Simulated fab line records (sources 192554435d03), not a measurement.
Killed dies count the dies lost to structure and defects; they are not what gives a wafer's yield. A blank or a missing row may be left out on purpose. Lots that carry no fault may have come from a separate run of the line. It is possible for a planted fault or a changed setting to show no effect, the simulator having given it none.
Which tool is to blame? || flow n5-finfet || 42 wafers from 14 lots sampled at 4 of the route's 1938 steps

WHAT THE GAUGES READ, wafer by wafer
N5_BEOL_M13_RS_MEAS_54: uses a four-point probe to measure.
{"lot": "L263", "measured": "day 10 10:19", "on": "film-metro-01", "M13_RS (ohm/sq)": "0.0449 0.0455 0.0455"}
{"lot": "L266", "measured": "day 10 23:37", "on": "film-metro-02", "M13_RS (ohm/sq)": "0.0460 0.0462 0.0459"}
{"lot": "L267", "measured": "day 11 03:29", "on": "film-metro-02", "M13_RS (ohm/sq)": "0.0459 0.0451 0.0450"}
{"lot": "L269", "measured": "day 11 10:23", "on": "film-metro-02", "M13_RS (ohm/sq)": "0.0443 0.0456 0.0457"}
{"lot": "L271", "measured": "day 11 14:44", "on": "film-metro-01", "M13_RS (ohm/sq)": "0.0445 0.0454 0.0453"}
{"lot": "L272", "measured": "day 12 00:29", "on": "film-metro-02", "M13_RS (ohm/sq)": "0.0452 0.0448 0.0457"}
{"lot": "L273", "measured": "day 12 05:20", "on": "film-metro-01", "M13_RS (ohm/sq)": "0.0444 0.0448 0.0457"}
{"lot": "L284", "measured": "day 16 07:29", "on": "film-metro-02", "M13_RS (ohm/sq)": "0.0459 0.0443 0.0457"}
{"lot": "L283", "measured": "day 16 07:53", "on": "film-metro-01", "M13_RS (ohm/sq)": "0.0448 0.0452 0.0448"}
{"lot": "L279", "measured": "day 16 08:10", "on": "film-metro-01", "M13_RS (ohm/sq)": "0.0458 0.0445 0.0450"}
{"lot": "L278", "measured": "day 17 04:01", "on": "film-metro-02", "M13_RS (ohm/sq)": "0.0441 0.0450 0.0439"}
{"lot": "L280", "measured": "day 17 04:22", "on": "film-metro-02", "M13_RS (ohm/sq)": "0.0442 0.0447 0.0462"}
{"lot": "L282", "measured": "day 17 20:35", "on": "film-metro-02", "M13_RS (ohm/sq)": "0.0453 0.0446 0.0459"}
{"lot": "L276", "measured": "day 17 21:39", "on": "film-metro-01", "M13_RS (ohm/sq)": "0.0430 0.0439 0.0462"}

N5_BEOL_M14_THK_MEAS_01.
{"lot": "L263", "measured": "day 10 10:34", "on": "film-metro-01", "M14_ILD_THK (nm)": "1098 1106 1139"}
{"lot": "L266", "measured": "day 10 23:53", "on": "film-metro-02", "M14_ILD_THK (nm)": "1108 1136 1158"}
{"lot": "L267", "measured": "day 11 03:44", "on": "film-metro-01", "M14_ILD_THK (nm)": "1118 1109 1114"}
{"lot": "L269", "measured": "day 11 10:38", "on": "film-metro-01", "M14_ILD_THK (nm)": "1124 1108 1116"}
{"lot": "L271", "measured": "day 11 15:00", "on": "film-metro-01", "M14_ILD_THK (nm)": "1103 1131 1112"}
{"lot": "L272", "measured": "day 12 00:45", "on": "film-metro-01", "M14_ILD_THK (nm)": "1139 1105 1117"}
{"lot": "L273", "measured": "day 12 05:35", "on": "film-metro-02", "M14_ILD_THK (nm)": "1104 1107 1122"}
{"lot": "L284", "measured": "day 16 07:44", "on": "film-metro-01", "M14_ILD_THK (nm)": "1106 1120 1114"}
{"lot": "L283", "measured": "day 16 08:08", "on": "film-metro-01", "M14_ILD_THK (nm)": "1109 1125 1122"}
{"lot": "L279", "measured": "day 16 08:25", "on": "film-metro-02", "M14_ILD_THK (nm)": "1108 1131 1134"}
{"lot": "L278", "measured": "day 17 04:16", "on": "film-metro-02", "M14_ILD_THK (nm)": "1102 1111 1124"}
{"lot": "L280", "measured": "day 17 04:41", "on": "film-metro-02", "M14_ILD_THK (nm)": "1094 1081 1107"}
{"lot": "L282", "measured": "day 17 20:50", "on": "film-metro-02", "M14_ILD_THK (nm)": "1106 1111 1122"}
{"lot": "L276", "measured": "day 17 21:55", "on": "film-metro-01", "M14_ILD_THK (nm)": "1091 1100 1077"}

N5_BEOL_M14_OVL_MEAS_11.
{"lot": "L263", "measured": "day 10 10:54", "on": "overlay-02", "V13_OVL (nm)": "-2 -1 2"}
{"lot": "L266", "measured": "day 11 00:21", "on": "overlay-02", "V13_OVL (nm)": "4 2 9"}
{"lot": "L267", "measured": "day 11 04:12", "on": "overlay-02", "V13_OVL (nm)": "1 -5 -1"}
{"lot": "L269", "measured": "day 11 11:06", "on": "overlay-01", "V13_OVL (nm)": "-2 -1 -10"}
{"lot": "L271", "measured": "day 11 15:20", "on": "overlay-02", "V13_OVL (nm)": "-5 -4 -2"}
{"lot": "L272", "measured": "day 12 01:05", "on": "overlay-02", "V13_OVL (nm)": "- - -"}
{"lot": "L273", "measured": "day 12 05:56", "on": "overlay-02", "V13_OVL (nm)": "- - -"}
{"lot": "L284", "measured": "day 16 08:12", "on": "overlay-01", "V13_OVL (nm)": "-5 -3 2"}
{"lot": "L283", "measured": "day 16 08:35", "on": "overlay-01", "V13_OVL (nm)": "-6 0 7"}
{"lot": "L279", "measured": "day 16 08:46", "on": "overlay-02", "V13_OVL (nm)": "9 6 3"}
{"lot": "L278", "measured": "day 17 04:44", "on": "overlay-02", "V13_OVL (nm)": "-3 2 -5"}
{"lot": "L280", "measured": "day 17 05:12", "on": "overlay-01", "V13_OVL (nm)": "3 7 4"}
{"lot": "L282", "measured": "day 17 21:11", "on": "overlay-01", "V13_OVL (nm)": "4 2 6"}
{"lot": "L276", "measured": "day 17 22:22", "on": "overlay-01", "V13_OVL (nm)": "6 -1 6"}

EACH LOT AND THE TOOL THAT RAN IT (in order: tool; ch and the chambers of the sampled wafers; start)
{"lot": "L263", "N5_BEOL_M14_DEVELOP_09": "litho-track-05 ch 0, day 10 10:46"}
{"lot": "L266", "N5_BEOL_M14_DEVELOP_09": "litho-track-03 ch 0, day 11 00:13"}
{"lot": "L267", "N5_BEOL_M14_DEVELOP_09": "litho-track-03 ch 0, day 11 04:04"}
{"lot": "L269", "N5_BEOL_M14_DEVELOP_09": "litho-track-03 ch 0, day 11 10:58"}
{"lot": "L271", "N5_BEOL_M14_DEVELOP_09": "litho-track-05 ch 0, day 11 15:11"}
{"lot": "L272", "N5_BEOL_M14_DEVELOP_09": "litho-track-03, day 12 00:57"}
{"lot": "L273", "N5_BEOL_M14_DEVELOP_09": "litho-track-01, day 12 05:47"}
{"lot": "L284", "N5_BEOL_M14_DEVELOP_09": "litho-track-05 ch 0, day 16 08:04"}
{"lot": "L283", "N5_BEOL_M14_DEVELOP_09": "litho-track-01 ch 0, day 16 08:27"}
{"lot": "L279", "N5_BEOL_M14_DEVELOP_09": "litho-track-05 ch 0, day 16 08:37"}
{"lot": "L278", "N5_BEOL_M14_DEVELOP_09": "litho-track-01 ch 0, day 17 04:35"}
{"lot": "L280", "N5_BEOL_M14_DEVELOP_09": "litho-track-01 ch 0, day 17 05:04"}
{"lot": "L282", "N5_BEOL_M14_DEVELOP_09": "litho-track-03 ch 0, day 17 21:02"}
{"lot": "L276", "N5_BEOL_M14_DEVELOP_09": "litho-track-03 ch 0, day 17 22:14"}
- N5_BEOL_M14_DEVELOP_09: develop time 45 s.

AS READ BY THE TOOLS THEMSELVES (means over the sampled wafers that have a number; for cases with no such wafer, the mark the record gives instead)
N5_BEOL_M14_DEVELOP_09.
{"lot": "L263", "tool": "litho-track-05", "chill-plate-temp-C (C)": 23.01}
{"lot": "L266", "tool": "litho-track-03", "chill-plate-temp-C (C)": 23.15}
{"lot": "L267", "tool": "litho-track-03", "chill-plate-temp-C (C)": 23.03}
{"lot": "L269", "tool": "litho-track-03", "chill-plate-temp-C (C)": 22.99}
{"lot": "L271", "tool": "litho-track-05", "chill-plate-temp-C (C)": 23.04}
{"lot": "L272", "tool": "litho-track-03", "chill-plate-temp-C (C)": "-"}
{"lot": "L273", "tool": "litho-track-01", "chill-plate-temp-C (C)": "-"}
{"lot": "L284", "tool": "litho-track-05", "chill-plate-temp-C (C)": 23.00}
{"lot": "L283", "tool": "litho-track-01", "chill-plate-temp-C (C)": 23.01}
{"lot": "L279", "tool": "litho-track-05", "chill-plate-temp-C (C)": 22.88}
{"lot": "L278", "tool": "litho-track-01", "chill-plate-temp-C (C)": 22.94}
{"lot": "L280", "tool": "litho-track-01", "chill-plate-temp-C (C)": 22.99}
{"lot": "L282", "tool": "litho-track-03", "chill-plate-temp-C (C)": 23.06}
{"lot": "L276", "tool": "litho-track-03", "chill-plate-temp-C (C)": 22.93}

THE ANSWER, worked out from the rows above alone
Rule: what is usual is taken from the lots themselves. The widest of any qualifying gaps counts: lots, ordered by their means at a reading, are off when they make up no more than a third of the lots, leave a main group of 4 or more, and stand apart from it by 3 or more times the standard deviation of that group's means. A main group is skipped when, at the precision printed for the reading in the tables above, its means are all equal. Also off: a lot with no number at a reading for which 4 or more lots have one. Where the step has rows for the other lots, those lots are counted as sound. After the gauges, taken in route order, come the tools' own readings; for these a lot's mean is taken, as printed above. The first step at which some lot is off is used, and at that step the reading that is off furthest; a lot without a number counts as furthest.
Off: L272, L273, seen at N5_BEOL_M14_OVL_MEAS_11 (V13_OVL). Without a number there: L272, L273. Mean 1 nm and standard deviation 3.5 in the main group.
A tool fits if, at a process step before that reading, it ran every lot that is off, and no sound lot after the first of them. Not tried: the gauges at N5_BEOL_M14_OVL_MEAS_11; whatever is off there is also off at N5_BEOL_M14_DEVELOP_09, on other tools, and gauge error can't account for it. Not one of the candidates tried fits.

WHAT THE SIMULATOR HAD PUT IN
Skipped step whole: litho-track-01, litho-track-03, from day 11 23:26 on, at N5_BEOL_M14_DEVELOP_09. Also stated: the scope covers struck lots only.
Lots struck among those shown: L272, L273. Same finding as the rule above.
